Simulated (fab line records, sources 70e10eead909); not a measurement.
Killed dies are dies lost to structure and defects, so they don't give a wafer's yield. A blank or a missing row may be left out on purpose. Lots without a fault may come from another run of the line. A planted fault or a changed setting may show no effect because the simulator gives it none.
A struck lot beside a sound one | flow nand_harc | 43 steps out of a route of 1302
Sound: wafers L115.1, L115.3, L115.5. Struck: wafers L130.1, L130.4, L130.5. The cause comes at the end.
At each step with rows: each side's tool, then ch and its chambers, then its first start. Under that, the readings that differ: sound wafers | struck wafers | difference of the means | sigmas: that difference in standard deviations of wafers without a fault.
alike: readings whose means differ by less than 2 such deviations, and words and numbers that are the same on both sides. not compared: withheld readings, readings that some wafer has no value for, bounds like >300 that may hide the same value, and numbers for which the record gives no deviation and whose values overlap.
The two part at a step that has a row with sigmas, a row that says differs or no value, or rows on one side only. Numbers that don't overlap but have no deviation are shown without sigmas and don't part them. A reading that every wafer of one side lacks parts them only if that side has two wafers or more.

NHARC_P_ZERO_WELL_CD_MEAS_24: target cd 720 nm.
  sound on cd_sem-03 ch 0, day 2 08:35; struck on cd_sem-03 ch 0, day 8 15:01
  reading    | sound       | struck      | difference | sigmas
  cd_nm (nm) | 723 720 723 | 716 712 715 | -8         | -2
then, 1 step without rows for these wafers: NHARC_P_ZERO_WELL_HARDBAKE_25 (time 80 s).
NHARC_P_ZERO_WELL_DESCUM_26: chemistry O2, time 3 s.
  sound on rie_diel-13 ch 1,3, day 2 08:44; struck on rie_diel-13 ch 1,3, day 8 15:11
  alike: drypump_motor_current_A, oes_product_au, rf_vpp_V, showerhead_plenum_p_Torr, throttle_valve_pct
  not compared: rf_hours_counter_h
then, 9 steps without rows for these wafers: NHARC_P_ZERO_WELL_IMPLANT_27; NHARC_P_ZERO_WELL_IMPLANT_57; NHARC_P_ZERO_WELL_IMPLANT_58; NHARC_P_ZERO_WELL_STRIP_28 (strips in SPM, time 840 s); NHARC_P_ZERO_WELL_DEHYDRATE_29 (time 120 s); NHARC_P_ZERO_WELL_HMDS_30 (time 30 s); NHARC_P_ZERO_WELL_COAT_31; NHARC_P_ZERO_WELL_SOFTBAKE_32 (time 95 s); NHARC_P_ZERO_WELL_EBR_33.
NHARC_P_ZERO_WELL_EXPOSE_34: exposes mask P PWELL, target cd 720 nm.
  sound on krf_scanner-04 ch 0, day 2 10:05; struck on krf_scanner-02 ch 0, day 8 16:30
  reading                             | sound                | struck               | difference | sigmas
  stage_vel_mm_s (mm/s)               | 500.43 500.71 500.69 | 500.21 499.69 500.14 | -0.60      | -2
  model.P_ZERO_WELL.overlay_x_nm (nm) | 6.304 6.304 6.304    | -100.9 -100.9 -100.9 | -107.2     |
  alike: mask
then, 2 steps without rows for these wafers: NHARC_P_ZERO_WELL_PEB_35 (peb time 85 s); NHARC_P_ZERO_WELL_DEVELOP_36 (time 70 s).
NHARC_P_ZERO_WELL_CD_MEAS_37: target cd 720 nm.
  sound on cd_sem-02 ch 0, day 2 10:14; struck on cd_sem-02 ch 0, day 8 16:40
  alike: cd_nm
then, 1 step without rows for these wafers: NHARC_P_ZERO_WELL_HARDBAKE_38 (time 80 s).
NHARC_P_ZERO_WELL_DESCUM_39: chemistry O2, time 3 s.
  sound on rie_diel-02 ch 0,2, day 2 10:25; struck on rie_diel-02 ch 1,2,3, day 8 16:50
  alike: drypump_motor_current_A, oes_product_au, rf_vpp_V, showerhead_plenum_p_Torr, throttle_valve_pct
  not compared: rf_hours_counter_h
then, 12 steps without rows for these wafers: NHARC_P_ZERO_WELL_IMPLANT_40; NHARC_P_ZERO_WELL_IMPLANT_59; NHARC_P_ZERO_WELL_IMPLANT_60; NHARC_P_ZERO_WELL_STRIP_41 (strips in SPM, time 840 s); NHARC_P_ZERO_WELL_DEHYDRATE_44 (time 120 s); NHARC_P_ZERO_WELL_HMDS_45 (time 30 s); NHARC_P_ZERO_WELL_COAT_46; NHARC_P_ZERO_WELL_SOFTBAKE_47 (time 95 s); NHARC_P_ZERO_WELL_EBR_48; NHARC_P_ZERO_WELL_EXPOSE_49 (exposes mask P HVPW, target cd 2000 nm); NHARC_P_ZERO_WELL_PEB_50 (peb time 85 s); NHARC_P_ZERO_WELL_DEVELOP_51 (time 70 s).
NHARC_P_ZERO_WELL_CD_MEAS_52: target cd 2000 nm.
  sound on cd_sem-03 ch 0, day 2 11:45; struck on cd_sem-01 ch 0, day 8 18:14
  alike: cd_nm
then, 1 step without rows for these wafers: NHARC_P_ZERO_WELL_HARDBAKE_53 (time 80 s).
NHARC_P_ZERO_WELL_DESCUM_54: chemistry O2, time 3 s.
  sound on rie_diel-02 ch 0,2,3, day 2 11:58; struck on rie_diel-02 ch 0,3, day 8 18:23
  alike: drypump_motor_current_A, oes_product_au, rf_vpp_V, showerhead_plenum_p_Torr, throttle_valve_pct
  not compared: rf_hours_counter_h
then, 5 steps without rows for these wafers: NHARC_P_ZERO_WELL_IMPLANT_55; NHARC_P_ZERO_WELL_IMPLANT_61; NHARC_P_ZERO_WELL_STRIP_56 (strips in SPM, time 840 s); NHARC_P_ZERO_WELL_PRECLEAN_68 (cleans in SC1, time 60 s); NHARC_P_ZERO_WELL_SRD_69.
NHARC_P_ZERO_WELL_RTA_42: time 300 s.
  sound on rtp_anneal-01 ch 0, day 2 12:55; struck on rtp_anneal-02 ch 0, day 8 19:28
  reading             | sound          | struck         | difference | sigmas
  lamp_power_pct (%)  | 37.0 37.0 37.0 | 38.6 38.6 38.5 | +1.6       | +2
  lamp_zone_3_pct (%) | 37.0 37.0 37.0 | 38.6 38.6 38.5 | +1.6       | +2
  alike: wafer_temp_C_max
NHARC_P_ZERO_WELL_INSPECT_43:
  sound on defect_inspect-01, day 2 13:36; struck on defect_inspect-02, day 8 20:08
  alike: raw_defect_count
then, 2 steps without rows for these wafers: NHARC_P_STI_ETCH_26 (etches SiO2 in dHF, target depth 11 nm); NHARC_P_STI_PRECLEAN_27 (cleans in SC1).
-- the record jumps here: 23 days lie between the struck wafers' starts before and after (it left off in module P_STI and takes up again in module END, whose first step shown is number 1302 of the route) --
NHARC_END_SORT_01:
  sound on prober-02 ch 0, day 24 08:46; struck on prober-02 ch 0, day 31 18:04
  reading             | sound    | struck    | difference | sigmas
  killed_at_periphery | 3 5 1    | 46 46 48  | +44        | +14
  killed_dies         | 30 30 18 | 97 101 90 | +70        | +3
  alike: killed_at_array, killed_at_other, killed_open, killed_short

WHERE THEY PART
First at NHARC_P_ZERO_WELL_CD_MEAS_24; last, within this record, at NHARC_END_SORT_01.

WHY: what the simulator had put in
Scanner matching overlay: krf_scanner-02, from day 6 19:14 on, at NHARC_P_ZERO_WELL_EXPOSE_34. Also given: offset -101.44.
